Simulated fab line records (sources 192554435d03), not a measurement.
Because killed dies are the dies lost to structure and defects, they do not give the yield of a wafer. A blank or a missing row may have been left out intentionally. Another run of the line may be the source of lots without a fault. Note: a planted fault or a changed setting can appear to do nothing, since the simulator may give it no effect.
fab line records -- flow n5Finfet
record: lots: 8, wafers: 23, lastDay: 19
route steps=1938 shown BEOL_M4@1111 BEOL_M9@1422 PASSIVATION@1936
lots untouched by any fault: they come from a run of this same line in which no faults occurred
startH: start of the lot's first displayed wafer, in hours after the record's first day -- waitH: hours since the lot's step before -- " the same as in the row above -- L1.1+2: one row covering several wafers at once -- - no value, or no start was given -- * or withheld: withheld -- < > ~ a bound
route shown NAME@n: a module of which the file shows steps, and the number in the route of the first -- usual: mean/standard deviation of fault-free wafers -- same: alike in all rows -- chamber/n: place in a boat -- sites: the reading at each site -- _std_site: their standard deviation -- _edge_site: the outer-site mean with the inner-site mean subtracted -- radiusMm: for every site, how far away it sits from the centre of the wafer -- mask NAME#n: copy n -- behind: the tool/chamber that last shaped the wafer -- hold: the reason the lot was held/the length of the hold in hours/how it ended -- device: names the non-switching transistor (n, p or np) -- end of line: at the end of the route, the tests of the same wafers -- step lacking rows: just its recipe -- killed: the dies lost at the first sort to structure and to defects; this is not the yield of the wafer -- map: per-die view of a wafer (x killed, . not killed, _ where there is no die)
set.NAME: the setting as run; set.NAME@STEP: as run at that earlier step -- model.NAME: the simulator's own value behind a step, which no gauge read
route steps across a sampled set of lots; one table per step, one row per wafer
services: when a tool's chamber went out of use (startH, in hours from the record's first day, below 0 if earlier), for how many hours, and the reason
== steps ==
step: N5_BEOL_M4_RC_MEAS_101
usual: DIBL_N: 36.5/1.9, DIBL_P: 36.4/2.2, IOFF_N: 0.17/0.034, IOFF_P: 0.21/0.036, ION_N: 678/12, ION_P: 462/7.1, SS_N: 71.7/0.61, SS_P: 73.4/0.71, VT_N: 249/3.5, VT_P: -251/3
lot.wafer,tool,chamber,startH,waitH,DIBL_N[mV/V],DIBL_P[mV/V],IOFF_N[nA/um],IOFF_P[nA/um],ION_N[uA/um],ION_P[uA/um],SS_N[mV/dec],SS_P[mV/dec],VT_N[mV],VT_P[mV]
L708.2,prober-01,0,185.84,0.2,37.7,37.9,0.21,0.25,689,467,72.5,74.7,244,-249
L708.3,prober-01,0,185.84,0.2,36.6,37.3,0.18,0.23,679,465,71.9,74.8,248,-250
L708.5,prober-01,0,185.84,0.2,37.5,37.5,0.19,0.23,683,461,72.7,73.5,246,-251
L713.1,prober-02,0,209.41,0.0,38.1,38.5,0.20,0.25,687,464,71.9,73.6,246,-249
L713.4,prober-02,0,209.41,0.0,35.4,33.8,0.14,0.18,670,456,71.4,72.7,251,-252
L713.6,prober-02,0,209.41,0.0,39.0,39.9,0.22,0.28,688,473,72.3,74.6,245,-248
L716.2,prober-01,0,237.59,0.2,36.3,34.0,0.13,0.17,664,456,70.8,72.6,253,-258
L716.4,prober-01,0,237.59,0.2,36.0,33.9,0.13,0.16,671,453,70.9,73.0,252,-255
L716.5,prober-01,0,237.59,0.2,35.0,32.9,0.12,0.16,658,458,71.3,72.2,256,-256
L717.1,prober-01,0,249.88,0.0,38.7,38.9,0.20,0.23,692,470,72.4,74.4,244,-250
L717.4,prober-01,0,249.88,0.0,37.5,38.0,0.18,0.21,691,467,72.1,73.2,249,-252
L717.5,prober-01,0,249.88,0.0,36.0,35.6,0.14,0.17,664,457,71.6,73.2,254,-256
L718.1,prober-02,0,254.45,0.0,34.8,36.8,0.14,0.22,680,472,71.0,72.4,249,-247
L718.5,prober-02,0,254.45,0.0,35.9,37.5,0.16,0.22,672,464,72.0,72.7,249,-249
L718.6,prober-02,0,254.45,0.0,38.4,41.5,0.22,0.30,706,483,72.2,73.6,243,-243
L725.2,prober-01,0,299.99,0.2,36.4,37.1,0.16,0.21,674,459,71.1,73.2,250,-251
L725.4,prober-01,0,299.99,0.2,36.3,36.7,0.17,0.21,700,474,71.9,73.1,247,-251
L730.1,prober-01,0,333.86,0.0,33.3,33.5,0.13,0.15,663,460,71.1,72.2,250,-253
L730.5,prober-01,0,333.86,0.0,37.5,38.2,0.19,0.21,677,459,72.0,73.9,248,-250
L730.6,prober-01,0,333.86,0.0,36.8,36.7,0.18,0.20,680,460,71.3,73.4,244,-252
L731.1,prober-01,0,347.71,0.0,36.4,35.3,0.16,0.21,669,459,71.8,73.7,250,-250
L731.3,prober-01,0,347.71,0.0,34.1,32.6,0.13,0.17,673,464,71.4,72.4,253,-253
L731.5,prober-01,0,347.71,0.0,34.1,32.6,0.13,0.18,676,466,71.1,73.0,251,-252
step: N5_BEOL_M9_HM_OPEN_17
recipe: chemistry: Cl2/BCl3, targetDepthA: 200, overetchA: 60, target: TiN, maskMaterial: SOC, ionEnergyEv: 150, pressureMtorr: 10, icpW: 1000, biasW: 126, Cl2_flow_sccm: 53.25, bcl3FlowSccm: 21.75, Ar_flow_sccm: 25
usual: drypumpMotorCurrentA: 5.5/0.46, oesProductAu: 0.65/0.09, throttleValvePct: 22.01/0.19
lot.wafer,tool,chamber,startH,waitH,drypumpMotorCurrentA,oesProductAu,rfHoursCounterH,throttleValvePct
L708.2,rieMetal-02,1,234.47,0.0,5.5,0.63,56,21.87
L708.3,rieMetal-02,1,234.47,0.0,5.4,0.63,-,21.87
L708.5,rieMetal-02,0,234.47,0.0,5.7,0.57,-,22.00
L713.1,rieMetal-03,1,267.84,0.0,4.9,0.83,0,21.99
L713.4,rieMetal-03,1,267.84,0.0,4.9,0.82,-,21.99
L713.6,rieMetal-03,1,267.84,0.0,4.9,0.83,-,21.97
L716.2,rieMetal-01,1,282.58,0.0,5.8,0.68,32,22.05
L716.4,rieMetal-01,0,282.58,0.0,4.8,0.83,-,21.85
L716.5,rieMetal-01,1,282.58,0.0,5.9,0.69,-,22.04
L718.1,rieMetal-03,1,298.44,0.0,4.9,0.78,3,21.99
L718.5,rieMetal-03,1,298.44,0.0,4.9,0.72,-,22.09
L718.6,rieMetal-03,0,298.44,0.0,6.2,0.53,-,22.56
L717.1,rieMetal-03,1,298.74,0.0,4.9,0.78,3,21.98
L717.4,rieMetal-03,1,298.74,0.0,4.9,0.77,-,21.99
L717.5,rieMetal-03,1,298.74,0.0,4.9,0.72,-,22.09
L725.2,rieMetal-02,1,346.29,0.1,5.5,0.60,-,21.91
L725.4,rieMetal-02,1,346.29,0.1,5.5,0.61,-,21.89
L730.1,rieMetal-02,0,384.28,0.0,5.8,0.83,0,21.69
L730.5,rieMetal-02,1,384.28,0.0,5.5,0.59,-,21.90
L730.6,rieMetal-02,0,384.28,0.0,5.8,0.84,-,21.68
L731.1,rieMetal-01,1,403.20,0.0,5.9,0.66,41,22.05
L731.3,rieMetal-01,0,403.20,0.0,4.7,0.76,-,21.86
L731.5,rieMetal-01,0,403.20,0.0,4.8,0.76,-,21.88
step: N5_BEOL_M9_VIA_ETCH_34
recipe: chemistry: C4F6/O2, target: SiCOH_lowk, targetDepthA: 1824, maskMaterial: SOC, taperDeg: 4, timeS: 68.4, ionEnergyEv: 250, pressureMtorr: 30, sourceW: 345, biasW: 185, Ar_flow_sccm: 300, C4F6_flow_sccm: 10, O2_flow_sccm: 10
usual: drypumpMotorCurrentA: 5.6/0.41, oes_f_703_au: 0.79/0.077, oesProductAu: 0.79/0.084, rfVppV: 665/12, showerheadPlenumPTorr: 2.83/0.071, throttleValvePct: 20.87/0.25
lot.wafer,tool,chamber,startH,waitH,drypumpMotorCurrentA,oes_f_703_au,oesProductAu,rfHoursCounterH,rfVppV,showerheadPlenumPTorr,throttleValvePct
L708.2,rieDiel-02,2,235.88,0.0,6.0,0.79,0.75,174,662,2.82,20.79
L708.3,rieDiel-02,3,235.88,0.0,5.6,0.94,0.92,13,659,2.77,20.59
L708.5,rieDiel-02,2,235.88,0.0,6.0,0.79,0.75,-,662,2.82,20.79
L713.1,rieDiel-06,3,270.22,0.0,5.6,0.70,0.70,205,662,2.92,21.02
L713.4,rieDiel-06,2,270.22,0.0,5.6,0.74,0.73,199,663,2.97,21.06
L713.6,rieDiel-06,2,270.22,0.0,5.6,0.75,0.74,-,665,2.97,21.09
L716.2,rieDiel-05,0,284.90,0.0,5.2,0.82,0.81,109,647,2.78,20.73
L716.4,rieDiel-05,2,284.90,0.0,6.2,0.82,0.82,84,688,2.87,20.58
L716.5,rieDiel-05,2,284.90,0.0,6.2,0.81,0.81,-,688,2.87,20.57
L717.1,rieDiel-05,3,301.29,0.0,5.1,0.91,0.93,17,666,2.82,21.03
L717.4,rieDiel-05,0,301.29,0.0,5.2,0.81,0.81,113,645,2.78,20.73
L717.5,rieDiel-05,0,301.29,0.0,5.2,0.81,0.42,-,648,2.78,20.60
L718.1,rieDiel-05,2,301.78,0.0,6.2,0.81,0.82,88,687,2.87,20.59
L718.5,rieDiel-05,1,301.78,0.0,5.6,0.74,0.37,-,665,2.90,20.65
L718.6,rieDiel-05,0,301.78,0.0,5.2,0.81,0.32,-,647,2.78,20.57
L725.2,rieDiel-06,2,347.52,0.0,5.6,0.73,0.71,225,663,2.95,21.13
L725.4,rieDiel-06,1,347.52,0.0,6.5,0.93,0.93,12,673,2.77,20.54
L730.1,rieDiel-06,1,385.77,0.0,6.6,0.90,0.90,20,674,2.77,20.54
L730.5,rieDiel-06,3,385.77,0.0,5.6,0.67,0.67,-,662,2.91,21.07
L730.6,rieDiel-06,0,385.77,0.0,5.2,0.71,0.74,-,685,2.75,21.32
L731.1,rieDiel-02,0,408.82,0.0,5.1,0.66,0.66,248,673,2.94,21.44
L731.3,rieDiel-02,2,408.82,0.0,6.1,0.75,0.71,226,661,2.80,20.87
L731.5,rieDiel-02,0,408.82,0.0,5.1,0.67,0.66,-,672,2.94,21.47
step: N5_BEOL_M9_ETCH_41
recipe: chemistry: CH3F/O2, target: SiCN, targetDepthA: 366, taperDeg: 2, timeS: 70.1, ionEnergyEv: 120, maskMaterial: TiN, pressureMtorr: 30, sourceW: 395, biasW: 75, Ar_flow_sccm: 150, CH3F_flow_sccm: 30, O2_flow_sccm: 20
usual: drypumpMotorCurrentA: 5.6/0.41, oesProductAu: 0.79/0.083, rfVppV: 297.2/1.3, showerheadPlenumPTorr: 1.99/0.052, throttleValvePct: 16.30/0.23
lot.wafer,tool,chamber,startH,waitH,drypumpMotorCurrentA,oesProductAu,rfHoursCounterH,rfVppV,showerheadPlenumPTorr,throttleValvePct
L708.2,rieDiel-02,2,-,-,6.1,0.74,174,298.2,1.98,16.28
L708.3,rieDiel-02,3,-,-,5.6,0.91,13,295.8,1.95,16.00
L708.5,rieDiel-02,2,-,-,6.0,0.74,-,297.0,1.98,16.30
L713.1,rieDiel-06,3,-,-,5.6,0.70,205,297.6,2.06,16.50
L713.4,rieDiel-06,2,-,-,5.6,0.73,199,297.1,2.09,16.45
L713.6,rieDiel-06,2,-,-,5.6,0.73,-,300.9,2.09,16.46
L716.2,rieDiel-05,0,-,-,5.3,0.81,109,296.6,1.95,16.12
L716.4,rieDiel-05,2,-,-,6.2,0.82,84,297.4,2.02,16.02
L716.5,rieDiel-05,2,-,-,6.2,0.83,-,296.9,2.02,16.02
L717.1,rieDiel-05,3,-,-,5.1,0.93,17,296.6,1.98,16.29
L717.4,rieDiel-05,0,-,-,5.2,0.80,113,296.0,1.95,16.14
L717.5,rieDiel-05,0,-,-,5.2,0.80,-,297.9,1.95,16.14
L718.1,rieDiel-05,2,-,-,6.2,0.83,88,299.6,2.02,16.03
L718.5,rieDiel-05,1,-,-,5.6,0.69,-,299.4,2.04,16.30
L718.6,rieDiel-05,0,-,-,5.3,0.81,-,296.9,1.95,16.14
L725.2,rieDiel-06,2,-,-,5.6,0.70,225,298.3,2.08,16.51
L725.4,rieDiel-06,1,-,-,6.5,0.92,12,298.2,1.95,15.97
L730.1,rieDiel-06,1,-,-,6.5,0.91,20,295.5,1.95,15.98
L730.5,rieDiel-06,3,-,-,5.6,0.68,-,297.8,2.05,16.57
L730.6,rieDiel-06,0,-,-,5.2,0.75,-,296.8,1.93,16.69
L731.1,rieDiel-02,0,-,-,5.1,0.66,249,298.5,2.07,16.83
L731.3,rieDiel-02,2,-,-,6.0,0.71,226,298.1,1.96,16.38
L731.5,rieDiel-02,0,-,-,5.1,0.66,-,298.0,2.07,16.84
step: N5_BEOL_M9_STRIP_80
recipe: chemistry: N2/H2, timeS: 10, powerW: 450, tempC: 40, pressureMtorr: 20, rfFrequencyHz: 6e+07, biasPowerW: 7, n2FlowSccm: 200, h2FlowSccm: 200
usual: drypumpMotorCurrentA: 5.6/0.41, n2FlowSccm: 200.0/0.64, oesProductAu: 0.78/0.083, rfVppV: 59.1/0.81, showerheadPlenumPTorr: 2.52/0.064, tempC: 40.02/0.1, throttleValvePct: 23.6/0.31
lot.wafer,tool,chamber,startH,waitH,drypumpMotorCurrentA,n2FlowSccm,oesProductAu,rfHoursCounterH,rfVppV,showerheadPlenumPTorr,tempC,throttleValvePct
L708.2,rieDiel-02,2,-,-,6.0,199.9,0.74,174,59.2,2.53,39.96,23.5
L708.3,rieDiel-02,3,-,-,5.6,200.5,0.91,13,58.8,2.50,40.24,23.6
L708.5,rieDiel-02,2,-,-,6.1,199.7,0.74,-,59.1,2.53,39.89,23.4
L713.1,rieDiel-06,3,-,-,5.6,200.0,0.70,205,58.6,2.62,39.96,23.7
L713.4,rieDiel-06,2,-,-,5.6,199.3,0.73,199,58.7,2.62,39.86,24.0
L713.6,rieDiel-06,2,-,-,5.6,199.5,0.73,-,58.6,2.62,39.97,24.0
L716.2,rieDiel-05,0,-,-,5.2,200.4,0.82,109,58.2,2.43,40.09,22.9
L716.4,rieDiel-05,2,-,-,6.2,198.8,0.80,85,58.0,2.59,40.03,23.5
L716.5,rieDiel-05,2,-,-,6.2,200.5,0.80,-,60.3,2.59,39.99,23.5
L717.1,rieDiel-05,3,-,-,5.1,200.4,0.93,17,60.1,2.47,40.04,23.8
L717.4,rieDiel-05,0,-,-,5.2,198.8,0.81,113,60.1,2.43,39.81,22.9
L717.5,rieDiel-05,0,-,-,5.3,199.7,0.81,-,58.6,2.43,39.91,22.9
L718.1,rieDiel-05,2,-,-,6.2,200.3,0.82,88,59.8,2.59,39.91,23.5
L718.5,rieDiel-05,1,-,-,5.6,199.7,0.68,-,59.4,2.61,40.12,23.5
L718.6,rieDiel-05,0,-,-,5.3,199.5,0.81,-,59.9,2.43,39.99,22.9
L725.2,rieDiel-06,2,-,-,5.6,199.6,0.71,225,59.2,2.61,40.12,24.0
L725.4,rieDiel-06,1,-,-,6.6,199.3,0.92,12,59.5,2.51,39.97,23.7
L730.1,rieDiel-06,1,-,-,6.6,200.0,0.89,20,58.7,2.51,39.85,23.8
L730.5,rieDiel-06,3,-,-,5.6,200.4,0.66,-,58.3,2.60,40.02,23.8
L730.6,rieDiel-06,0,-,-,5.2,199.8,0.74,-,59.6,2.43,39.93,24.1
L731.1,rieDiel-02,0,-,-,5.1,199.9,0.66,249,60.5,2.58,39.94,24.0
L731.3,rieDiel-02,2,-,-,6.1,199.6,0.70,226,58.3,2.51,40.13,23.5
L731.5,rieDiel-02,0,-,-,5.1,200.0,0.66,-,59.8,2.58,39.96,24.0
step: N5_BEOL_M9_OCD_MEAS_38
usual: trenchDepthNm: 151.0/2.9
lot.wafer,tool,chamber,startH,waitH,trenchDepthNm
L708.2,ocd-01,-,236.16,-,152.0
L708.3,ocd-01,-,236.16,-,156.3
L708.5,ocd-01,-,236.16,-,152.5
L713.1,ocd-01,-,270.50,-,143.5
L713.4,ocd-01,-,270.50,-,149.5
L713.6,ocd-01,-,270.50,-,151.0
L716.2,ocd-01,-,285.18,-,152.8
L716.4,ocd-01,-,285.18,-,153.0
L716.5,ocd-01,-,285.18,-,154.3
L717.1,ocd-02,-,301.56,-,150.1
L717.4,ocd-02,-,301.56,-,151.8
L717.5,ocd-02,-,301.56,-,33.0
L718.1,ocd-02,-,302.05,-,152.2
L718.5,ocd-02,-,302.05,-,37.4
L718.6,ocd-02,-,302.05,-,7.3
L725.2,ocd-02,-,347.79,-,151.0
L725.4,ocd-02,-,347.79,-,154.5
L730.1,ocd-01,-,386.05,-,155.3
L730.5,ocd-01,-,386.05,-,143.9
L730.6,ocd-01,-,386.05,-,151.1
L731.1,ocd-02,-,409.10,-,146.6
L731.3,ocd-02,-,409.10,-,150.7
L731.5,ocd-02,-,409.10,-,146.4
step: N5_BEOL_M9_CURE_72
recipe: tempC: 370, timeS: 120, ambient: DMADMS/He, material: SiCOH_lowk
usual: lampPowerPct: 52.31/0.057, wafer_temp_C_max: 371.5/0.45
lot.wafer,tool,chamber,startH,waitH,lampPowerPct,wafer_temp_C_max
L708.2,uvCure-03,1,236.41,0.1,52.21,371.1
L708.3,uvCure-03,1,236.41,0.1,52.27,371.1
L708.5,uvCure-03,1,236.41,0.1,52.26,370.9
L713.1,uvCure-03,1,270.69,0.0,52.27,370.8
L713.4,uvCure-03,1,270.69,0.0,52.33,370.5
L713.6,uvCure-03,1,270.69,0.0,52.29,370.7
L716.2,uvCure-01,2,285.42,0.1,52.24,371.9
L716.4,uvCure-01,2,285.42,0.1,52.35,371.1
L716.5,uvCure-01,2,285.42,0.1,52.30,371.5
L717.1,uvCure-02,1,301.76,0.0,52.38,372.1
L717.4,uvCure-02,1,301.76,0.0,52.34,371.7
L717.5,uvCure-02,1,301.76,0.0,52.24,371.9
L718.1,uvCure-01,0,302.25,0.0,52.31,371.8
L718.5,uvCure-01,0,302.25,0.0,52.32,371.3
L718.6,uvCure-01,0,302.25,0.0,52.35,370.8
L725.2,uvCure-03,1,348.04,0.1,52.30,371.3
L725.4,uvCure-03,1,348.04,0.1,52.25,370.9
L730.1,uvCure-03,2,386.24,0.0,52.47,371.6
L730.5,uvCure-03,2,386.24,0.0,52.34,371.7
L730.6,uvCure-03,2,386.24,0.0,52.29,371.3
L731.1,uvCure-01,2,409.29,0.0,52.31,371.4
L731.3,uvCure-01,2,409.29,0.0,52.36,371.5
L731.5,uvCure-01,2,409.29,0.0,52.33,371.0
step: N5_BEOL_M9_THK_MEAS_53
recipe: thkMeasGauge: xrf, reads: Cu_of_BEOL_M9_ECD_50
usual: M9_THK: 144/3.4
lot.wafer,tool,chamber,startH,waitH,M9_THK[nm]
L708.2,filmMetro-01,-,238.51,-,146
L708.3,filmMetro-01,-,238.51,-,149
L708.5,filmMetro-01,-,238.51,-,147
L713.1,filmMetro-01,-,273.61,-,135
L713.4,filmMetro-01,-,273.61,-,141
L713.6,filmMetro-01,-,273.61,-,143
L716.2,filmMetro-02,-,287.94,-,147
L716.4,filmMetro-02,-,287.94,-,149
L716.5,filmMetro-02,-,287.94,-,149
L717.1,filmMetro-01,-,304.57,-,142
L717.4,filmMetro-01,-,304.57,-,142
L717.5,filmMetro-01,-,304.57,-,-
L718.1,filmMetro-02,-,304.84,-,147
L718.5,filmMetro-02,-,304.84,-,-
L718.6,filmMetro-02,-,304.84,-,-
L725.2,filmMetro-02,-,351.71,-,143
L725.4,filmMetro-02,-,351.71,-,146
L730.1,filmMetro-01,-,390.86,0.2,150
L730.5,filmMetro-01,-,390.86,0.2,137
L730.6,filmMetro-01,-,390.86,0.2,144
L731.1,filmMetro-01,-,411.17,-,141
L731.3,filmMetro-01,-,411.17,-,142
L731.5,filmMetro-01,-,411.17,-,138
step: N5_PASSIVATION_PROBE_49
usual: defectLimitedYield: 91.0/1.5, killed_at_M0_to_M3: 35/11, killed_at_M4_up: 13/5, killedAtContacts: 12/5.9, killedAtFrontEnd: 42/13, killedAtOther: 3/3.2, killedDies: 106/18, killedOnRim: 14/4.2, killedOpen: 69/13, killedShort: 35/8.9, sort_bin_5_function: 5.2/0.95, sort_bin_6_memory: 3.3/0.71, sortNPass: 1074/18, sortYieldPct: 91.0/1.5
same: grossDies: 1180, killedAtBackSide: 0, sort_bin_4_leakage[%]: 0, sort_bin_8_speed[%]: 0
lot.wafer,tool,chamber,startH,waitH,defectLimitedYield[%],killed_at_M0_to_M3,killed_at_M4_up,killedAtContacts,killedAtFrontEnd,killedAtOther,killedDies,killedOnRim,killedOpen,killedShort,sort_bin_5_function[%],sort_bin_6_memory[%],sortNPass,sortYieldPct[%]
L717.1,prober-02,-,363.27,0.0,90.4,49,14,6,32,12,113,20,65,47,5.3,3.5,1067,90.4
L717.4,prober-02,-,363.42,0.2,88.6,66,8,5,54,1,134,18,86,47,6.8,4.2,1046,88.6
L717.5,prober-02,-,363.47,0.2,24.7,43,817,6,21,2,889,114,53,33,72.1,3.2,291,24.7
L718.1,prober-01,-,366.84,0.0,92.1,31,21,6,28,7,93,15,52,37,4.4,3.0,1087,92.1
L718.5,prober-01,-,367.04,0.2,22.1,26,849,5,38,1,919,129,59,30,74.7,3.1,261,22.1
L718.6,prober-01,-,367.09,0.3,8.1,27,1013,3,38,4,1085,101,66,22,88.8,2.7,95,8.1
killed by level:class
L717.1 FIN_SAQP:geometricParticle:open=12 BEOL_M3:geometricParticle:open=11 BEOL_M0_SAQP:geometricParticle:short=9 FIN_SAQP:geometricParticle:short=7 BEOL_M2:geometricParticle:short=7 BEOL_M0_SAQP:geometricParticle:open=6 MIM_TOP_ETCH:geometricParticle:open=6 MOL_CONTACT_COAG:geometricParticle:open=5
L717.4 FIN_SAQP:geometricParticle:open=16 BEOL_M1:geometricParticle:open=13 STI_FIN_REVEAL:geometricParticle:open=11 BEOL_M0_SAQP:geometricParticle:short=11 BEOL_M0_SAQP:geometricParticle:open=10 FIN_SAQP:geometricParticle:short=8 BEOL_M3:geometricParticle:open=7 BEOL_M2:geometricParticle:open=6
L717.5 BEOL_M9:areaOpen=800 BEOL_M1:geometricParticle:open=9 BEOL_M0_SAQP:geometricParticle:short=8 BEOL_M3:geometricParticle:open=6 MOL_CONTACT_COAG:geometricParticle:open=5 BEOL_M1:geometricParticle:short=5 BEOL_M3:geometricParticle:short=5 STI_FIN_REVEAL:geometricParticle:open=4
L718.1 BEOL_M0_SAQP:geometricParticle:short=12 BEOL_M4:geometricParticle:open=10 BEOL_M0_SAQP:geometricParticle:open=6 FIN_SAQP:geometricParticle:open=4 STI_FIN_REVEAL:geometricParticle:open=4 GATE_CUT:geometricParticle:short=4 MOL_CONTACT_COAG:geometricParticle:open=4 BEOL_M2:geometricParticle:open=4
L718.5 BEOL_M9:areaOpen=828 BEOL_M3:geometricParticle:open=11 FIN_SAQP:geometricParticle:open=8 BEOL_M2:geometricParticle:open=8 BEOL_M4:geometricParticle:open=8 GATE_CUT:geometricParticle:short=6 MOL_CONTACT_COAG:geometricParticle:open=5 FIN_SAQP:geometricParticle:short=4
L718.6 BEOL_M9:areaOpen=997 DUMMY_GATE:geometricParticle:open=9 BEOL_M3:geometricParticle:open=9 STI_FIN_REVEAL:geometricParticle:open=8 BEOL_M4:geometricParticle:open=8 BEOL_M1:geometricParticle:open=4 GATE_CUT:geometricParticle:short=4 FIN_SAQP:geometricParticle:short=3
== services ==
tool,chamber,startH,hours,kind
uvCure-03,-,223.44,1.0,pm
rieMetal-01,-,224.85,1.7,repair
rieDiel-05,3,225.33,-,clean
rieDiel-05,3,225.33,-,consumableReplace:focusRing
rieDiel-05,3,225.33,13.3,scheduledDown
rieDiel-05,3,225.33,13.3,ventCycle
rieDiel-02,-,257.56,0.3,repair
rieDiel-05,2,260.27,5.0,repair
uvCure-01,-,260.68,1.3,repair
rieDiel-02,0,271.01,5.8,repair
uvCure-02,-,275.49,9.4,repair
rieMetal-01,-,288.34,0.1,repair
rieDiel-06,-,295.07,0.1,repair
rieMetal-03,0,299.21,7.3,repair
rieMetal-02,0,315.18,2.7,repair
rieDiel-05,3,319.91,10.7,repair
rieDiel-02,1,328.63,4.6,repair
uvCure-01,-,330.93,2.8,pm
rieMetal-02,0,346.03,14.3,repair
rieMetal-03,1,346.76,4.3,repair
uvCure-01,-,355.45,0.7,repair
rieDiel-02,0,358.37,6.8,repair
rieDiel-05,-,361.43,1.6,repair
rieDiel-02,-,370.37,2.8,pm
== key ==
firstSign: step: N5_BEOL_M9_VIA_ETCH_34, reading: oesProductAu, direction: down, sigmas: 5, usual: 0.79, struck: 0.37
effect: step: N5_BEOL_M9_OCD_MEAS_38, reading: trenchDepthNm, direction: down, sigmas: 43, usual: 151.0, struck: 25.9
effect: step: N5_BEOL_M9_THK_MEAS_53, reading: M9_THK, direction: missing
effect: step: N5_PASSIVATION_PROBE_49, reading: killed_at_M4_up, direction: up, sigmas: 99+, usual: 13, struck: 893
moreKillsBornAt: N5_BEOL_M9_HM_OPEN_17@rieMetal-03: 2625
metAt N5_BEOL_M9_HM_OPEN_17
struckLots L717,L718
struckWafers L717.5,L718.5,L718.6
laterRowsLeftOut L717.5,L718.5,L718.6
notActingAt N5_BEOL_M9_ETCH_41,N5_BEOL_M9_STRIP_80,N5_BEOL_M9_CURE_72
onsetBetween 267.84 298.44
fault: kind: processParameterDrift, tool: rieMetal-03, chamber: -, onsetH: 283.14, steps: N5_BEOL_M9_HM_OPEN_17, channel: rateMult, offset: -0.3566, shape: step, endH: 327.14, scope: struckWafersOnly
laterRowsLeftOut: the simulator's readings of these wafers behind a module that went badly wrong aren't trusted and aren't shown, but for the sort
